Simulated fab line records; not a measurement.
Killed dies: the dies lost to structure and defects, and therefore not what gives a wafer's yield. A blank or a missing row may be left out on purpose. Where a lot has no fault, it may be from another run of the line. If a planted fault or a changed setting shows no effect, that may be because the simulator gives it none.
Comparing a struck lot with a sound one || flow nand-harc || 15 out of 1159 route steps
Sound: wafers L223.2, L223.4, L223.6. The struck wafers were L217.2, L217.3, L217.6. The cause is given at the end.
Each step with rows lists, per side, the tool, then ch with its chambers, then its first start. Under that, the readings that differ: sound wafers || struck wafers || difference of the means || sigmas: that difference in standard deviations of wafers without a fault.
alike: words and numbers the same on both sides, and readings whose means are apart by under 2 such deviations; not compared: readings that were withheld, readings missing a value for some wafer, numbers with overlapping values and no deviation given by the record, and bounds like >300 which may hide the same value.
A row with sigmas, a row that says differs or no value, or rows on one side alone: a step with any of these is where the two part. When numbers do not overlap yet have no deviation, they are printed without sigmas and do not part them. A reading missing from all wafers of one side parts the sides only when that side holds two or more wafers.

first, 8 steps without rows for these wafers: NHARC_A_ZERO_WELL_HMDS_03 (time 30 s); NHARC_A_ZERO_WELL_COAT_18 (time 65 s); NHARC_A_ZERO_WELL_COAT_04 (resist thk 600 nm); NHARC_A_ZERO_WELL_SOFTBAKE_05 (time 70 s); NHARC_A_ZERO_WELL_EBR_06; NHARC_A_ZERO_WELL_EXPOSE_07 (exposes mask A ZERO); NHARC_A_ZERO_WELL_PEB_08 (peb time 80 s); NHARC_A_ZERO_WELL_DEVELOP_09 (time 50 s).
NHARC_A_ZERO_WELL_CD_MEAS_10 targets a cd of 2000 nm.
  sound on cd-sem-02 ch 0, day 9 19:37; struck on cd-sem-03 ch 0, day 8 01:49
  alike: cd-nm
then, 1 step without rows for these wafers: NHARC_A_ZERO_WELL_HARDBAKE_11 (time 65 s).
NHARC_A_ZERO_WELL_DESCUM_12: chemistry O2, time 3 s.
  sound on rie-diel-04 ch 0,1,3, day 9 19:47; struck on rie-diel-04 ch 2,3, day 8 01:59
  alike: drypump-motor-current-A, oes-product-au, rf-vpp-V, showerhead-plenum-p-Torr, throttle-valve-pct
  not compared: rf-hours-counter-h
NHARC_A_ZERO_WELL_ETCH_19: etches the open film in N2/H2, target depth 80 nm, overetch 24 nm, time 87.88 s.
  sound on rie-diel-04 ch 0,2,3, day 9 19:52; struck on rie-diel-04 ch 0,1,3, day 8 02:05
  alike: bias-w, chamber-pressure-mTorr, drypump-motor-current-A, oes-product-au, rf-fwd-power-W, rf-vpp-V, showerhead-plenum-p-Torr, throttle-valve-pct
  not compared: rf-hours-counter-h
NHARC_A_ZERO_WELL_ETCH_13: etches the open film in HBr/Cl2, target depth 120 nm, time 40.1 s.
  sound on rie-si-01 ch 1,2,3, day 9 20:00; struck on rie-si-05 ch 0,2,3, day 8 02:11
  no value came back on the struck wafers for any of 8 readings (bias-w (W), chamber-pressure-mTorr (mTorr) and others); on the sound wafers bias-w (W) reads 100.32 100.25 99.57
  not compared: rf-hours-counter-h
then, 1 step without rows for these wafers: NHARC_A_ZERO_WELL_STRIP_14 (strips in SPM, time 900 s).
-- the record jumps here: 13 days lie between the struck wafers' starts before and after (it left off in module A_ZERO_WELL and takes up again in module END, whose first step shown is number 1159 of the route) --
NHARC_END_SORT_01:
  here the record holds rows for the struck wafers (prober-02 ch 0, day 20 17:23) but none for the sound ones

WHERE THEY PART
Earliest at NHARC_A_ZERO_WELL_ETCH_13; latest, in this record, at NHARC_END_SORT_01.

WHY: whatever the simulator had introduced
Beginning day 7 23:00, the whole step at NHARC_A_ZERO_WELL_ETCH_13 was skipped on rie-si-05. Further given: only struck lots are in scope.
